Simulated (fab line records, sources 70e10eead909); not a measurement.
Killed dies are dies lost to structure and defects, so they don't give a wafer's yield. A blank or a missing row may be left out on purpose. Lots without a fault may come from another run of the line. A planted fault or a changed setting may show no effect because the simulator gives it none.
fab line records | flow nand_harc
record lots=24 wafers=72 last_day=25
route steps=1159 shown A_CONTACT@909
lots that met no fault: from a run of the same line without faults
start_h: hours from the record's first day to the start of the lot's first wafer shown | wait_h: hours since the lot's step before | " the same as in the row above | L1.1+2: a row that stands for several wafers | - no value, or no start given | * or withheld: withheld | < > ~ a bound
route shown NAME@n: a module of which the file shows steps, and the number in the route of the first | usual: mean/standard deviation of fault-free wafers | same: alike in all rows | chamber/n: place in a boat | sites: the reading at each site | _std_site: their standard deviation | _edge_site: outer sites' mean less inner sites' | radius_mm: how far each site lies from the wafer's centre | mask NAME#n: copy n | behind: the tool/chamber that last shaped the wafer | hold: why the lot was held/for how many hours/how that ended | device: the transistor (n, p or np) that didn't switch | end of line: the same wafers' tests at the end of the route | a step without rows: its recipe alone | killed: dies lost to structure and defects at the first sort, not the wafer's yield | map: a wafer's dies, x killed, . not, _ none there
set.NAME: the setting as run; set.NAME@STEP: as run at that earlier step | model.NAME: the simulator's own value behind a step, which no gauge read
steps of the route over a sample of lots; a table a step, a row a wafer
services: from which hour (start_h, from the record's first day; less than 0 if before it) a tool's chamber was out of use, for how many hours, and why
## steps
# step NHARC_A_CONTACT_ETCH_129
# recipe source_w=withheld pressure_mtorr=20 bias_v=1200 time_s=155 target_depth_a=9560 ar_flow_sccm=withheld c4f8_flow_sccm=withheld o2_flow_sccm=withheld chemistry=C4F8/O2/Ar
# usual chamber_pressure_mTorr=20.002/0.018
# columns lot.wafer tool chamber start_h wait_h chamber_pressure_mTorr rf_hours_counter_h
L075.1 har_cap_etch-01 0 380.93 0.1 20.013 59
L075.3 " 0 " " 20.002 -
L075.6 " 0 " " 19.995 -
L078.2 har_cap_etch-01 1 388.95 0.1 20.056 62
L078.3 " 0 " " 20.005 -
L078.5 " 0 " " 20.031 -
L077.2 har_cap_etch-02 0 391.12 0.1 20.011 13
L077.3 " 0 " " 20.008 -
L077.5 " 0 " " 20.001 -
L074.2 har_cap_etch-03 0 392.65 0.1 19.995 81
L074.1 " 1 " " 20.007 81
L074.5 " 1 " " 20.017 -
L079.3 har_cap_etch-01 1 394.88 0.1 19.985 -
L079.4 " 0 " " 20.010 -
L079.5 " 1 " " 19.997 -
L076.2 har_cap_etch-01 0 397.30 0.1 19.985 65
L076.3 " 0 " " 19.998 -
L076.5 " 1 " " 19.993 -
L080.1 har_cap_etch-03 1 404.21 0.1 19.987 84
L080.4 " 0 " " 19.986 -
L080.6 " 0 " " 20.010 -
L081.1 har_cap_etch-02 0 413.59 0.1 19.980 17
L081.6 " 1 " " 19.974 -
L081.5 " 0 " " 19.990 -
L082.2 har_cap_etch-02 0 426.74 0.1 19.981 18
L082.4 " 1 " " 19.976 -
L082.6 " 1 " " 20.031 -
L083.1 har_cap_etch-01 1 437.66 0.1 20.029 70
L083.3 " 1 " " 20.003 -
L083.4 " 0 " " 20.007 -
L085.1 har_cap_etch-03 0 442.88 0.1 20.013 89
L085.3 " 0 " " 20.006 -
L085.6 " 0 " " 20.022 -
L084.2 har_cap_etch-02 0 443.15 0.1 20.017 20
L084.1 " 1 " " 20.009 20
L084.3 " 1 " " 20.033 -
L086.3 har_cap_etch-02 1 455.66 0.1 19.995 -
L086.4 " 0 " " 19.998 -
L086.6 " 1 " " 19.999 -
L088.1 har_cap_etch-01 1 459.74 0.1 20.026 74
L088.3 " 1 " " 20.020 -
L088.5 " 0 " " 19.997 -
L089.2 har_cap_etch-03 1 461.00 0.1 19.980 94
L089.4 " 0 " " 20.008 -
L089.6 " 1 " " 20.008 -
L090.1 har_cap_etch-01 1 461.38 0.1 20.029 76
L090.4 " 0 " " 20.005 -
L090.3 " 1 " " 20.027 -
L087.4 har_cap_etch-01 1 467.39 0.1 20.006 -
L087.6 " 0 " " 19.975 -
L087.5 " 1 " " 19.982 -
L091.2 har_cap_etch-02 1 474.13 0.1 20.022 27
L091.4 " 0 " " 19.966 -
L091.3 " 1 " " 20.014 -
L092.4 har_cap_etch-03 0 489.69 0.1 19.986 -
L092.3 " 1 " " 19.986 -
L092.5 " 0 " " 19.990 -
L093.2 har_cap_etch-01 0 490.04 0.1 19.977 80
L093.4 " 1 " " 19.997 -
L093.5 " 1 " " 19.987 -
L096.3 har_cap_etch-03 1 504.14 0.1 20.013 -
L096.4 " 0 " " 19.961 -
L096.6 " 0 " " 19.954 -
L094.2 har_cap_etch-02 1 507.28 0.1 20.001 31
L094.1 " 0 " " 19.993 31
L094.3 " 1 " " 19.995 -
L095.3 har_cap_etch-01 1 513.41 0.1 20.007 -
L095.4 " 0 " " 20.023 -
L095.5 " 0 " " 20.022 -
L097.3 har_cap_etch-01 1 533.91 0.1 20.017 -
L097.6 " 0 " " 19.992 -
L097.5 " 1 " " 19.994 -
# step NHARC_A_CONTACT_ETCH_134
# recipe source_w=withheld pressure_mtorr=20 bias_v=withheld time_s=140 target_depth_a=7000 ar_flow_sccm=withheld c4f8_flow_sccm=withheld o2_flow_sccm=withheld chemistry=C4F8/O2/Ar
# usual chamber_pressure_mTorr=19.999/0.019
# columns lot.wafer tool chamber start_h wait_h chamber_pressure_mTorr rf_hours_counter_h
L075.1 har_cap_etch-02 1 388.84 - 20.028 11
L075.3 " 0 " " 19.985 -
L075.6 " 1 " " 20.013 -
L078.2 har_cap_etch-03 1 394.87 - 20.025 82
L078.3 " 1 " " 20.022 -
L078.5 " 1 " " 19.988 -
L077.2 har_cap_etch-03 1 397.47 - 19.999 83
L077.3 " 1 " " 19.952 -
L077.5 " 0 " " 19.990 -
L074.2 har_cap_etch-02 1 398.44 - 19.984 15
L074.1 " 0 " " 19.969 15
L074.5 " 1 " " 19.965 -
L079.4 har_cap_etch-01 0 400.74 - 20.027 -
L079.3 " 1 " " 20.000 -
L079.5 " 0 " " 19.940 -
L076.2 har_cap_etch-02 0 404.32 - 19.962 15
L076.3 " 0 " " 20.003 -
L076.5 " 0 " " 20.019 -
L080.1 har_cap_etch-03 1 410.74 - 20.033 85
L080.4 " 1 " " 20.010 -
L080.6 " 1 " " 20.016 -
L081.1 har_cap_etch-03 0 419.11 - 19.997 86
L081.6 " 0 " " 20.025 -
L081.5 " 1 " " 20.020 -
L082.2 har_cap_etch-01 1 432.17 - 20.008 69
L082.4 " 0 " " 19.996 -
L082.6 " 0 " " 20.019 -
L083.1 har_cap_etch-01 1 443.47 - 20.013 71
L083.4 " 1 " " 20.008 -
L083.3 " 0 " " 19.975 -
L085.1 har_cap_etch-01 0 448.47 - 20.008 72
L085.3 " 1 " " 19.997 -
L085.6 " 0 " " 19.998 -
L084.1 har_cap_etch-02 0 449.75 - 19.978 22
L084.2 " 1 " " 19.998 22
L084.3 " 1 " " 19.997 -
L086.4 har_cap_etch-02 0 463.09 - 20.004 -
L086.3 " 1 " " 20.006 -
L086.6 " 0 " " 19.989 -
L088.1 har_cap_etch-02 1 466.68 - 20.021 25
L088.3 " 1 " " 19.974 -
L088.5 " 0 " " 19.994 -
L089.2 har_cap_etch-02 1 467.76 - 19.995 26
L089.4 " 0 " " 19.962 -
L089.6 " 0 " " 19.994 -
L090.1 har_cap_etch-03 1 468.16 - 20.004 96
L090.4 " 1 " " 20.001 -
L090.3 " 0 " " 19.986 -
L087.4 har_cap_etch-01 0 473.10 - 20.002 -
L087.5 " 0 " " 19.992 -
L087.6 " 1 " " 19.987 -
L091.2 har_cap_etch-02 0 482.90 - 19.980 28
L091.3 " 0 " " 19.986 -
L091.4 " 1 " " 20.029 -
L092.3 har_cap_etch-02 0 495.23 - 20.019 -
L092.4 " 1 " " 20.008 -
L092.5 " 0 " " 20.032 -
L093.2 har_cap_etch-03 0 495.85 - 19.973 99
L093.4 " 1 " " 19.996 -
L093.5 " 0 " " 20.018 -
L096.4 har_cap_etch-03 1 510.27 - 19.992 -
L096.3 " 0 " " 19.980 -
L096.6 " 1 " " 20.004 -
L094.2 har_cap_etch-02 1 513.98 - 20.010 32
L094.1 " 0 " " 20.046 32
L094.3 " 0 " " 19.994 -
L095.3 har_cap_etch-03 1 519.75 - 19.990 -
L095.4 " 0 " " 19.997 -
L095.5 " 0 " " 19.987 -
L097.3 har_cap_etch-02 0 540.61 - 20.005 -
L097.5 " 0 " " 20.009 -
L097.6 " 1 " " 20.002 -
# step NHARC_A_CONTACT_ETCH_138
# recipe source_w=withheld pressure_mtorr=20 bias_v=3000 time_s=132 target_depth_a=12890 ar_flow_sccm=withheld c4f8_flow_sccm=withheld o2_flow_sccm=withheld chemistry=C4F8/O2/Ar
# usual chamber_pressure_mTorr=19.999/0.019
# columns lot.wafer tool chamber start_h wait_h chamber_pressure_mTorr rf_hours_counter_h
L075.1 har_cap_etch-02 1 389.40 0.1 19.993 12
L075.3 " 0 " " 20.005 -
L075.6 " 1 " " 19.973 -
L078.2 har_cap_etch-03 1 395.44 0.1 19.994 83
L078.3 " 1 " " 19.983 -
L078.5 " 1 " " 20.008 -
L077.2 har_cap_etch-03 1 398.03 0.1 19.980 83
L077.3 " 1 " " 20.009 -
L077.5 " 0 " " 19.985 -
L074.2 har_cap_etch-02 1 399.01 0.1 19.995 15
L074.1 " 0 " " 20.057 15
L074.5 " 1 " " 20.005 -
L079.4 har_cap_etch-01 0 401.28 0.1 20.021 -
L079.3 " 1 " " 20.006 -
L079.5 " 0 " " 19.987 -
L076.2 har_cap_etch-02 0 404.89 0.1 19.972 16
L076.3 " 0 " " 20.013 -
L076.5 " 0 " " 20.004 -
L080.1 har_cap_etch-03 1 411.31 0.1 20.002 85
L080.4 " 1 " " 19.991 -
L080.6 " 1 " " 20.034 -
L081.1 har_cap_etch-03 0 419.68 0.1 19.987 86
L081.6 " 0 " " 20.013 -
L081.5 " 1 " " 19.990 -
L082.2 har_cap_etch-01 1 432.74 0.1 20.002 70
L082.4 " 0 " " 19.990 -
L082.6 " 0 " " 20.008 -
L083.1 har_cap_etch-01 1 444.04 0.1 19.998 72
L083.4 " 1 " " 20.015 -
L083.3 " 0 " " 20.024 -
L085.1 har_cap_etch-01 0 449.04 0.1 19.990 72
L085.3 " 1 " " 20.013 -
L085.6 " 0 " " 19.994 -
L084.1 har_cap_etch-02 0 450.32 0.1 20.010 23
L084.2 " 1 " " 20.019 23
L084.3 " 1 " " 19.990 -
L086.4 har_cap_etch-02 0 463.64 0.1 19.968 -
L086.3 " 1 " " 19.991 -
L086.6 " 0 " " 20.017 -
L088.1 har_cap_etch-02 1 467.24 0.1 20.016 26
L088.3 " 1 " " 20.007 -
L088.5 " 0 " " 20.013 -
L089.2 har_cap_etch-02 1 468.31 0.1 20.009 26
L089.4 " 0 " " 20.000 -
L089.6 " 0 " " 20.021 -
L090.1 har_cap_etch-03 1 468.73 0.1 19.971 97
L090.4 " 1 " " 20.024 -
L090.3 " 0 " " 20.010 -
L087.4 har_cap_etch-01 0 473.64 0.1 19.967 -
L087.5 " 0 " " 19.972 -
L087.6 " 1 " " 20.018 -
L091.2 har_cap_etch-02 0 483.66 0.1 19.974 28
L091.3 " 0 " " 19.990 -
L091.4 " 1 " " 20.010 -
L092.3 har_cap_etch-02 0 495.77 0.1 20.003 -
L092.4 " 1 " " 19.994 -
L092.5 " 0 " " 20.001 -
L093.2 har_cap_etch-03 0 496.40 0.1 20.001 100
L093.4 " 1 " " 19.980 -
L093.5 " 0 " " 19.990 -
L096.4 har_cap_etch-03 1 510.81 0.1 20.014 -
L096.3 " 0 " " 20.017 -
L096.6 " 1 " " 19.922 -
L094.2 har_cap_etch-02 1 514.55 0.1 19.985 32
L094.1 " 0 " " 20.016 32
L094.3 " 0 " " 19.968 -
L095.3 har_cap_etch-03 1 520.47 0.1 19.981 -
L095.4 " 0 " " 20.023 -
L095.5 " 0 " " 20.041 -
L097.3 har_cap_etch-02 0 541.15 0.1 20.013 -
L097.5 " 0 " " 19.968 -
L097.6 " 1 " " 20.015 -
# step NHARC_A_CONTACT_ETCH_92
# recipe target_depth_a=400 over_etch_frac=0.5 time_s=85.7 ion_energy_ev=120 ch3f_flow_sccm=50 o2_flow_sccm=30 ar_flow_sccm=200 rf_w=500 bias_w=100 chemistry=CH3F/O2
# usual chamber_pressure_mTorr=24.999/0.022 drypump_motor_current_A=5.8/0.39 oes_product_au=0.94/0.033 rf_vpp_V=243.9/1.5 showerhead_plenum_p_Torr=2.43/0.093 throttle_valve_pct=20.663/0.0089
# columns lot.wafer tool chamber start_h wait_h chamber_pressure_mTorr drypump_motor_current_A oes_product_au rf_hours_counter_h rf_vpp_V showerhead_plenum_p_Torr throttle_valve_pct
L075.3 rie_diel-11 1 389.92 0.3 24.980 6.1 0.92 58 242.4 2.41 20.674
L075.1 " 2 " " 25.044 6.0 0.93 59 243.9 2.46 20.663
L075.6 " 1 " " 25.021 6.1 0.91 - 243.1 2.41 20.671
L078.2 rie_diel-10 3 396.01 0.4 25.017 5.7 0.92 14 244.9 2.49 20.661
L078.3 " 0 " " 24.999 5.7 0.93 13 243.9 2.44 20.671
L078.5 " 3 " " 24.996 5.7 0.92 - 246.3 2.49 20.661
L077.3 rie_diel-11 3 398.54 0.3 25.003 6.6 1.00 65 246.3 2.49 20.649
L077.2 " 0 " " 25.000 6.1 1.00 64 241.6 2.29 20.675
L077.5 " 0 " " 25.014 6.1 1.01 - 241.7 2.29 20.662
L074.1 rie_diel-10 2 399.53 0.3 24.974 5.2 0.92 15 244.2 2.50 20.658
L074.2 " 1 " " 24.977 5.2 0.92 14 242.0 2.31 20.670
L074.5 " 2 " " 24.992 5.2 0.91 - 245.3 2.50 20.672
L079.3 rie_diel-08 3 401.81 0.3 24.996 5.5 0.94 22 242.0 2.45 20.662
L079.5 " 0 " " 24.988 5.7 0.94 - 243.2 2.43 20.669
L079.4 " 3 " " 25.002 5.5 0.94 - 244.5 2.45 20.664
L076.2 rie_diel-10 2 405.43 0.4 25.009 5.2 0.92 16 244.4 2.50 20.665
L076.3 " 3 " " 25.030 5.6 0.92 17 244.7 2.49 20.661
L076.5 " 2 " " 24.971 5.2 0.91 - 245.7 2.50 20.685
L080.1 rie_diel-11 1 411.85 0.4 25.001 6.1 0.92 1 242.7 2.41 20.667
L080.4 " 2 " " 24.982 6.1 0.93 1 244.2 2.46 20.671
L080.6 " 1 " " 24.966 6.1 0.93 - 243.5 2.41 20.656
L081.1 rie_diel-08 0 420.23 0.4 25.010 5.8 1.01 27 244.4 2.43 20.669
L081.6 " 2 " " 25.000 5.8 0.99 - 242.1 2.29 20.666
L081.5 " 3 " " 24.975 5.5 1.01 - 242.6 2.44 20.651
L082.2 rie_diel-08 3 433.57 0.7 25.018 5.5 0.94 27 245.8 2.44 20.672
L082.4 " 1 " " 25.027 6.5 0.94 21 246.7 2.58 20.657
L082.6 " 3 " " 24.988 5.5 0.94 - 243.7 2.44 20.661
L083.3 rie_diel-08 2 444.57 0.3 25.008 5.8 0.92 31 240.9 2.28 20.662
L083.4 " 3 " " 24.988 5.5 0.93 30 244.1 2.44 20.665
L083.1 " 0 " " 24.973 5.8 0.93 31 243.1 2.43 20.652
L085.1 rie_diel-08 1 449.57 0.4 25.036 6.5 0.94 26 244.4 2.58 20.655
L085.3 " 0 " " 24.975 5.7 0.93 32 243.8 2.43 20.664
L085.6 " 2 " " 24.974 5.8 0.92 - 241.5 2.28 20.651
L084.1 rie_diel-08 3 450.84 0.4 24.952 5.6 1.01 31 244.6 2.44 20.664
L084.2 " 0 " " 25.007 5.7 1.00 32 242.5 2.43 20.676
L084.3 " 2 " " 24.948 5.8 1.00 32 241.1 2.28 20.668
L086.4 rie_diel-08 1 464.13 0.3 25.008 6.5 0.94 29 245.3 2.58 20.647
L086.3 " 2 " " 25.013 5.8 0.92 36 241.7 2.28 20.666
L086.6 " 1 " " 24.988 6.5 0.95 - 247.9 2.58 20.675
L088.1 rie_diel-08 1 467.87 0.5 25.023 6.5 1.02 31 247.4 2.58 20.659
L088.3 " 2 " " 25.003 5.8 0.99 37 241.5 2.28 20.643
L088.5 " 0 " " 24.971 5.8 1.00 - 245.2 2.42 20.674
L089.4 rie_diel-11 0 468.90 0.4 24.971 6.1 1.01 23 246.1 2.65 20.669
L089.2 " 1 " " 24.988 6.1 0.99 22 244.3 2.40 20.654
L089.6 " 2 " " 25.031 6.1 0.99 - 243.6 2.45 20.658
L090.3 rie_diel-10 1 469.25 0.3 25.005 5.2 0.92 38 242.8 2.31 20.661
L090.1 " 2 " " 24.999 5.2 0.92 41 245.4 2.49 20.659
L090.4 " 2 " " 25.017 5.2 0.92 - 244.7 2.49 20.655
L087.4 rie_diel-08 0 474.14 0.3 25.005 5.8 0.93 37 244.2 2.42 20.664
L087.6 " 3 " " 25.019 5.6 0.94 - 245.2 2.44 20.655
L087.5 " 0 " " 24.985 5.8 0.94 - 243.9 2.42 20.668
L091.2 rie_diel-10 3 484.24 0.4 24.979 5.7 0.93 45 244.2 2.47 20.671
L091.3 " 0 " " 24.982 5.8 0.93 42 244.1 2.43 20.665
L091.4 " 1 " " 25.006 5.2 0.92 42 242.3 2.30 20.673
L092.3 rie_diel-08 3 496.27 0.3 25.018 5.6 0.93 1 244.0 2.44 20.660
L092.4 " 0 " " 24.959 5.7 0.93 1 243.5 2.42 20.664
L092.5 " 2 " " 25.000 5.8 0.92 - 242.9 2.28 20.663
L093.4 rie_diel-08 0 496.94 0.3 24.979 5.8 0.92 1 243.8 2.42 20.667
L093.2 " 1 " " 25.007 6.5 0.94 1 247.0 2.57 20.664
L093.5 " 3 " " 24.982 5.5 0.92 - 244.9 2.44 20.657
L096.3 rie_diel-08 2 511.31 0.3 24.972 5.8 0.92 4 240.5 2.28 20.654
L096.4 " 3 " " 25.009 5.6 0.92 4 244.7 2.44 20.667
L096.6 " 1 " " 25.048 6.5 0.95 - 244.8 2.57 20.655
L094.1 rie_diel-08 3 515.09 0.3 25.021 5.6 0.91 4 244.4 2.44 20.669
L094.3 " 0 " " 25.002 5.8 0.91 3 243.2 2.42 20.659
L094.2 " 1 " " 24.980 6.5 0.93 4 245.8 2.57 20.675
L095.3 rie_diel-10 0 521.09 0.4 24.980 5.7 0.92 57 244.8 2.42 20.663
L095.4 " 1 " " 24.970 5.2 0.93 57 242.6 2.30 20.663
L095.5 " 2 " " 24.973 5.2 0.91 - 246.4 2.48 20.670
L097.3 rie_diel-08 0 541.67 0.3 24.986 5.7 0.92 8 243.2 2.42 20.660
L097.5 " 3 " " 24.961 5.5 0.93 - 243.7 2.44 20.674
L097.6 " 0 " " 25.002 5.7 0.92 - 242.5 2.42 20.668
# step NHARC_A_CONTACT_STRIP_26
# recipe o2_flow_sccm=500 ar_flow_sccm=0 bias_w=0 chemistry=O2
# usual chamber_pressure_mTorr=60.01/0.049 drypump_motor_current_A=5.8/0.39 oes_product_au=0.999/0.01 rf_vpp_V=57.5/0.91 showerhead_plenum_p_Torr=3.49/0.14 throttle_valve_pct=17.037/0.0083
# columns lot.wafer tool chamber start_h wait_h chamber_pressure_mTorr drypump_motor_current_A oes_product_au rf_hours_counter_h rf_vpp_V showerhead_plenum_p_Torr throttle_valve_pct
L075.1 rie_diel-10 2 - - 59.99 5.2 0.998 12 57.5 3.59 17.035
L075.3 " 3 " " 60.11 5.6 0.979 12 58.3 3.57 17.033
L075.6 " 2 " " 59.96 5.2 0.993 - 58.7 3.59 17.045
L078.3 rie_diel-08 3 - - 59.99 5.6 1.010 21 56.8 3.51 17.034
L078.2 " 2 " " 60.06 5.9 1.001 22 58.3 3.29 17.023
L078.5 " 0 " " 59.96 5.8 1.014 - 56.6 3.49 17.029
L077.2 rie_diel-10 2 - - 59.92 5.2 0.990 15 58.7 3.58 17.028
L077.3 " 0 " " 60.05 5.8 1.001 14 58.2 3.50 17.036
L077.5 " 2 " " 60.02 5.2 0.992 - 57.0 3.59 17.039
L074.2 rie_diel-10 0 - - 60.01 5.8 0.987 14 56.1 3.50 17.036
L074.1 " 3 " " 59.98 5.7 0.992 16 57.0 3.57 17.048
L074.5 " 1 " " 59.93 5.2 0.997 - 58.1 3.33 17.039
L079.4 rie_diel-10 1 - - 60.02 5.2 0.989 14 57.7 3.33 17.036
L079.3 " 2 " " 60.09 5.2 0.995 16 57.6 3.59 17.026
L079.5 " 3 " " 60.00 5.7 0.986 - 57.6 3.57 17.019
L076.3 rie_diel-10 2 - - 59.91 5.2 0.977 17 56.1 3.58 17.033
L076.2 " 0 " " 59.99 5.7 1.001 16 57.3 3.50 17.050
L076.5 " 2 " " 60.06 5.2 0.980 - 59.0 3.58 17.047
L080.4 rie_diel-11 0 - - 60.07 6.1 1.003 1 58.4 3.81 17.026
L080.1 " 3 " " 59.97 6.6 0.998 1 58.6 3.58 17.048
L080.6 " 1 " " 60.07 6.1 1.006 - 56.6 3.46 17.020
L081.1 rie_diel-08 2 - - 60.03 5.8 0.998 27 58.5 3.29 17.039
L081.5 " 1 " " 60.00 6.5 1.013 - 58.3 3.70 17.026
L081.6 " 2 " " 59.94 5.8 0.988 - 56.7 3.29 17.037
L082.2 rie_diel-10 0 - - 60.02 5.7 1.002 23 59.4 3.49 17.043
L082.4 " 3 " " 59.99 5.7 1.001 25 58.9 3.56 17.048
L082.6 " 0 " " 59.92 5.7 0.983 - 57.7 3.49 17.038
L083.3 rie_diel-08 2 - - 59.98 5.8 0.996 31 56.1 3.29 17.039
L083.1 " 3 " " 60.05 5.6 1.016 30 56.6 3.51 17.038
L083.4 " 1 " " 60.00 6.5 1.014 25 58.1 3.69 17.037
L085.3 rie_diel-08 3 - - 60.01 5.5 1.013 31 58.8 3.51 17.041
L085.1 " 1 " " 60.06 6.5 1.000 26 57.4 3.69 17.034
L085.6 " 3 " " 60.02 5.6 1.017 - 57.3 3.51 17.037
L084.2 rie_diel-11 1 - - 59.97 6.1 0.984 14 57.4 3.45 17.030
L084.1 " 2 " " 60.05 6.1 0.985 15 58.6 3.52 17.035
L084.3 " 3 " " 59.98 6.6 0.988 12 57.5 3.57 17.041
L086.3 rie_diel-08 1 - - 60.04 6.5 1.011 29 58.6 3.69 17.051
L086.4 " 3 " " 60.07 5.5 1.012 35 56.2 3.50 17.040
L086.6 " 1 " " 60.05 6.5 1.015 - 58.0 3.69 17.036
L088.3 rie_diel-08 0 - - 60.00 5.8 0.990 37 57.4 3.48 17.034
L088.1 " 1 " " 60.08 6.5 1.012 31 57.1 3.69 17.044
L088.5 " 3 " " 59.99 5.6 1.013 - 58.2 3.50 17.027
L089.2 rie_diel-10 2 - - 60.10 5.2 0.990 41 57.5 3.57 17.019
L089.4 " 1 " " 60.03 5.2 1.002 - 57.5 3.32 17.045
L089.6 " 0 " " 60.04 5.7 1.011 - 58.0 3.49 17.041
L090.4 rie_diel-08 1 - - 59.96 6.5 1.016 31 57.8 3.69 17.031
L090.3 " 2 " " 60.00 5.8 1.013 37 57.6 3.28 17.036
L090.1 " 3 " " 60.06 5.5 1.009 36 56.0 3.50 17.034
L087.4 rie_diel-08 1 - - 59.99 6.5 1.009 32 57.8 3.69 17.027
L087.6 " 3 " " 60.00 5.6 1.018 - 56.6 3.50 17.038
L087.5 " 0 " " 60.08 5.8 1.004 - 57.8 3.48 17.047
L091.2 rie_diel-11 1 - - 60.04 6.1 0.986 28 59.5 3.45 17.026
L091.4 " 3 " " 60.05 6.6 0.984 27 58.1 3.56 17.036
L091.3 " 0 " " 60.04 6.1 0.999 30 58.4 3.79 17.047
L092.4 rie_diel-11 0 - - 59.99 6.1 1.010 32 57.0 3.79 17.048
L092.3 " 2 " " 60.01 6.0 0.999 31 58.5 3.51 17.024
L092.5 " 0 " " 60.05 6.1 1.017 - 58.2 3.79 17.032
L093.2 rie_diel-08 2 - - 59.93 5.9 0.981 1 56.9 3.28 17.038
L093.4 " 3 " " 59.93 5.5 1.001 1 56.5 3.50 17.029
L093.5 " 3 " " 59.99 5.5 0.992 - 57.5 3.50 17.037
L096.3 rie_diel-08 0 - - 60.01 5.8 0.996 3 57.6 3.48 17.043
L096.4 " 3 " " 60.00 5.5 1.008 4 59.5 3.50 17.056
L096.6 " 1 " " 59.97 6.5 1.021 - 59.0 3.69 17.042
L094.2 rie_diel-08 3 - - 60.05 5.6 0.993 4 58.3 3.50 17.039
L094.1 " 0 " " 60.02 5.7 0.991 3 57.8 3.48 17.030
L094.3 " 1 " " 59.95 6.5 1.011 4 57.3 3.69 17.036
L095.3 rie_diel-08 2 - - 59.99 5.8 0.989 5 55.8 3.28 17.039
L095.4 " 1 " " 60.10 6.5 1.006 4 57.4 3.69 17.061
L095.5 " 2 " " 59.93 5.8 0.996 - 55.9 3.28 17.043
L097.3 rie_diel-08 0 - - 60.05 5.8 0.996 8 58.2 3.48 17.035
L097.5 " 3 " " 59.98 5.6 0.992 - 57.1 3.50 17.022
L097.6 " 0 " " 60.13 5.8 1.001 - 58.9 3.48 17.040
# step NHARC_A_CONTACT_INSPECT_23
# usual raw_defect_count=429/140
# columns lot.wafer tool chamber start_h wait_h raw_defect_count
L075.1 defect_inspect-01 - 393.32 0.1 354
L075.3 " - " " 402
L075.6 " - " " 243
L078.2 defect_inspect-02 - 400.79 0.1 340
L078.3 " - " " 450
L078.5 " - " " 482
L077.2 defect_inspect-02 - 401.98 0.1 323
L077.3 " - " " 352
L077.5 " - " " 472
L074.1 defect_inspect-01 - 402.74 0.1 353
L074.2 " - " " 501
L074.5 " - " " 726
L079.3 defect_inspect-02 - 405.23 0.1 666
L079.4 " - " " 953
L079.5 " - " " 409
L076.2 defect_inspect-02 - 408.67 0.1 269
L076.3 " - " " 264
L076.5 " - " " 640
L080.1 defect_inspect-02 - 419.35 0.1 299
L080.4 " - " " 305
L080.6 " - " " 472
L081.1 defect_inspect-01 - 424.12 0.1 335
L081.5 " - " " 411
L081.6 " - " " 648
L082.2 defect_inspect-01 - 439.24 0.1 327
L082.4 " - " " 335
L082.6 " - " " 325
L083.1 defect_inspect-01 - 448.58 0.1 612
L083.3 " - " " 324
L083.4 " - " " 555
L085.1 defect_inspect-01 - 452.27 0.1 544
L085.3 " - " " 369
L085.6 " - " " 414
L084.1 defect_inspect-01 - 453.53 0.1 495
L084.2 " - " " 270
L084.3 " - " " 306
L086.3 defect_inspect-02 - 466.97 0.1 301
L086.4 " - " " 267
L086.6 " - " " 320
L088.1 defect_inspect-01 - 472.00 0.1 315
L088.3 " - " " 380
L088.5 " - " " 461
L089.2 defect_inspect-02 - 473.18 0.1 281
L089.4 " - " " 287
L089.6 " - " " 462
L090.1 defect_inspect-02 - 473.61 0.1 406
L090.3 " - " " 502
L090.4 " - " " 456
L087.4 defect_inspect-02 - 476.77 0.1 437
L087.5 " - " " 316
L087.6 " - " " 404
L091.2 defect_inspect-01 - 493.63 0.1 341
L091.3 " - " " 371
L091.4 " - " " 480
L092.3 defect_inspect-01 - 503.76 0.1 284
L092.4 " - " " 388
L092.5 " - " " 440
L093.2 defect_inspect-02 - 503.77 0.1 436
L093.4 " - " " 575
L093.5 " - " " 430
L096.3 defect_inspect-02 - 515.15 0.1 717
L096.4 " - " " 565
L096.6 " - " " 525
L094.1 defect_inspect-02 - 520.85 0.1 544
L094.2 " - " " 418
L094.3 " - " " 449
L095.3 defect_inspect-02 - 526.89 0.1 355
L095.4 " - " " 516
L095.5 " - " " 449
L097.3 defect_inspect-01 - 544.61 0.1 407
L097.5 " - " " 466
L097.6 " - " " 390
## services
# columns tool chamber start_h hours kind
rie_diel-08 0 359.89 - clean
rie_diel-08 1 359.89 - clean
rie_diel-08 2 359.89 - clean
rie_diel-08 3 359.89 - clean
rie_diel-08 0 384.39 - clean
rie_diel-08 1 384.39 - clean
rie_diel-08 2 384.39 - clean
rie_diel-08 3 384.39 - clean
rie_diel-11 - 398.65 9.0 pm
rie_diel-08 0 408.89 - clean
rie_diel-08 1 408.89 - clean
rie_diel-08 2 408.89 - clean
rie_diel-08 3 408.89 - clean
rie_diel-11 3 429.84 5.1 repair
rie_diel-08 0 433.40 - clean
rie_diel-08 1 433.40 - clean
rie_diel-08 2 433.40 - clean
rie_diel-08 3 433.40 - clean
har_cap_etch-02 - 456.92 4.9 repair
rie_diel-10 3 468.39 1.6 repair
rie_diel-08 - 478.82 9.0 pm
rie_diel-10 - 530.52 9.0 pm
rie_diel-11 1 534.29 11.0 repair
rie_diel-08 1 535.80 9.2 repair
## key
fault none
